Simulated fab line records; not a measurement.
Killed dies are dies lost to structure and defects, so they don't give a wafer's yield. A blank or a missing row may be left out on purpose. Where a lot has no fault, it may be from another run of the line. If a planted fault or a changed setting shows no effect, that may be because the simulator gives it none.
Split-lot study :: flow n5_finfet :: 21 wafers read across 7 lots, on a route 1938 steps long

== ABOUT THE SPLIT ==
At N5_SD_EPI_N_PEB_07 (peb time 60 s), the setting peb_temp_c was moved away from the recipe's 110 C on 6 of the 21 wafers read, by +0.9% to +2.5%. For the rest of the wafers, this setting stayed at what the recipe calls for.

== SPLIT TO READING: what lies between them in the file, 1 step ==
- N5_SD_EPI_N_DEVELOP_08: develop time 30 s

== THE READING ==
cd_nm at N5_SD_EPI_N_CD_MEAS_09, given in nm (cd target 120 nm). Typical for fault-free wafers on this fab line: 120.7 nm, with standard deviation 0.93 nm.

wafer: L075.1
tool, chamber at the split: litho_track-03, 0
peb_temp_c as run, C: 111
against the recipe: +0.9%
cd_nm, nm: 123.8
against lot-mates on the recipe: +2.7

wafer: L075.4
tool, chamber at the split: litho_track-03, 0
peb_temp_c as run, C: 111
against the recipe: +0.9%
cd_nm, nm: 123.4
against lot-mates on the recipe: +2.3

wafer: L075.6
tool, chamber at the split: litho_track-03, 0
peb_temp_c as run, C: 110
against the recipe: recipe
cd_nm, nm: 121.1
against lot-mates on the recipe: -

wafer: L076.1
tool, chamber at the split: litho_track-02, 0
peb_temp_c as run, C: 110
against the recipe: recipe
cd_nm, nm: 120.6
against lot-mates on the recipe: -

wafer: L076.2
tool, chamber at the split: litho_track-02, 0
peb_temp_c as run, C: 112.3
against the recipe: +2.1%
cd_nm, nm: 125.3
against lot-mates on the recipe: +4.0

wafer: L076.5
tool, chamber at the split: litho_track-02, 0
peb_temp_c as run, C: 110
against the recipe: recipe
cd_nm, nm: 122.0
against lot-mates on the recipe: -

wafer: L084.1
tool, chamber at the split: litho_track-05, 0
peb_temp_c as run, C: 111.2
against the recipe: +1.1%
cd_nm, nm: 121.7
against lot-mates on the recipe: +2.0

wafer: L084.5
tool, chamber at the split: litho_track-05, 0
peb_temp_c as run, C: 110
against the recipe: recipe
cd_nm, nm: 120.0
against lot-mates on the recipe: -

wafer: L084.6
tool, chamber at the split: litho_track-05, 0
peb_temp_c as run, C: 110
against the recipe: recipe
cd_nm, nm: 119.4
against lot-mates on the recipe: -

wafer: L089.3
tool, chamber at the split: litho_track-03, 0
peb_temp_c as run, C: 110
against the recipe: recipe
cd_nm, nm: 121.1
against lot-mates on the recipe: -

wafer: L089.5
tool, chamber at the split: litho_track-03, 0
peb_temp_c as run, C: 110
against the recipe: recipe
cd_nm, nm: 121.4
against lot-mates on the recipe: -

wafer: L089.6
tool, chamber at the split: litho_track-03, 0
peb_temp_c as run, C: 110
against the recipe: recipe
cd_nm, nm: 121.6
against lot-mates on the recipe: -

wafer: L094.1
tool, chamber at the split: litho_track-03, 0
peb_temp_c as run, C: 110
against the recipe: recipe
cd_nm, nm: 121.1
against lot-mates on the recipe: -

wafer: L094.4
tool, chamber at the split: litho_track-03, 0
peb_temp_c as run, C: 110
against the recipe: recipe
cd_nm, nm: 120.3
against lot-mates on the recipe: -

wafer: L094.6
tool, chamber at the split: litho_track-03, 0
peb_temp_c as run, C: 110
against the recipe: recipe
cd_nm, nm: 121.5
against lot-mates on the recipe: -

wafer: L095.4
tool, chamber at the split: litho_track-03, 0
peb_temp_c as run, C: 112.8
against the recipe: +2.5%
cd_nm, nm: 128.6
against lot-mates on the recipe: +7.8

wafer: L095.5
tool, chamber at the split: litho_track-03, 0
peb_temp_c as run, C: 112.8
against the recipe: +2.5%
cd_nm, nm: 128.1
against lot-mates on the recipe: +7.3

wafer: L095.6
tool, chamber at the split: litho_track-03, 0
peb_temp_c as run, C: 110
against the recipe: recipe
cd_nm, nm: 120.8
against lot-mates on the recipe: -

wafer: L097.4
tool, chamber at the split: litho_track-02, 0
peb_temp_c as run, C: 110
against the recipe: recipe
cd_nm, nm: 121.1
against lot-mates on the recipe: -

wafer: L097.5
tool, chamber at the split: litho_track-02, 0
peb_temp_c as run, C: 110
against the recipe: recipe
cd_nm, nm: 121.2
against lot-mates on the recipe: -

wafer: L097.6
tool, chamber at the split: litho_track-02, 0
peb_temp_c as run, C: 110
against the recipe: recipe
cd_nm, nm: 121.7
against lot-mates on the recipe: -

THE FIT
A straight line over all 21 wafers: cd_nm changes by +2.61 nm for each +1% of peb_temp_c; r = +0.94; the points scatter about the line by 0.85 nm.
The same after taking each lot's own level away (the mean of its wafers on the recipe; 21 wafers): +2.67 nm for each +1%; r = +0.97; scatter 0.6 nm.
The reading moves by 6.8 nm for the largest change in peb_temp_c, on that fit.
From 119.70 to 121.37 nm: that is the span of the lots' own levels, equal to 1.8 times the standard deviation above.
Consequently the slope shifts little with the lot-to-lot level, the two slopes agreeing.
Check: +6.27 nm against its lot-mates is what the line predicts for one of the wafers moved furthest among these (+2.5%) when that wafer is left out of the fit. Against them it came out at +7.8 nm.

== FURTHER SPLITS ON THESE WAFERS ==
These wafers also went through other splits before the reading. Each is held against what the fit with the lots' levels taken away leaves over:
other split on the same wafers: N5_DUMMY_GATE_COAT_09 spin_rpm
wafers away from the commonest value: 7
r with cd_nm (lot level and that fit taken away): -0.11

== THE WHOLE CHAIN: every reading that the file lists as answering this split, in the file's order ==
step: N5_SD_EPI_N_CD_MEAS_09
what it does: target cd 120 nm
reading: cd_nm
change (the file's fit): +2.48 nm for each +1% of the setting
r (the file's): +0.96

step: N5_SD_EPI_N_DESCUM_14
what it does: chemistry O2, time 7.9 s
reading: SD_EPI_N.cd_nm (the simulator's own value, which no gauge read)
change (the file's fit): +2.53 nm for each +1% of the setting
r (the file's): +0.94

== FILE'S OWN FIT ==
cd_nm changes by +2.48 nm for each +1% of peb_temp_c, r = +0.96.
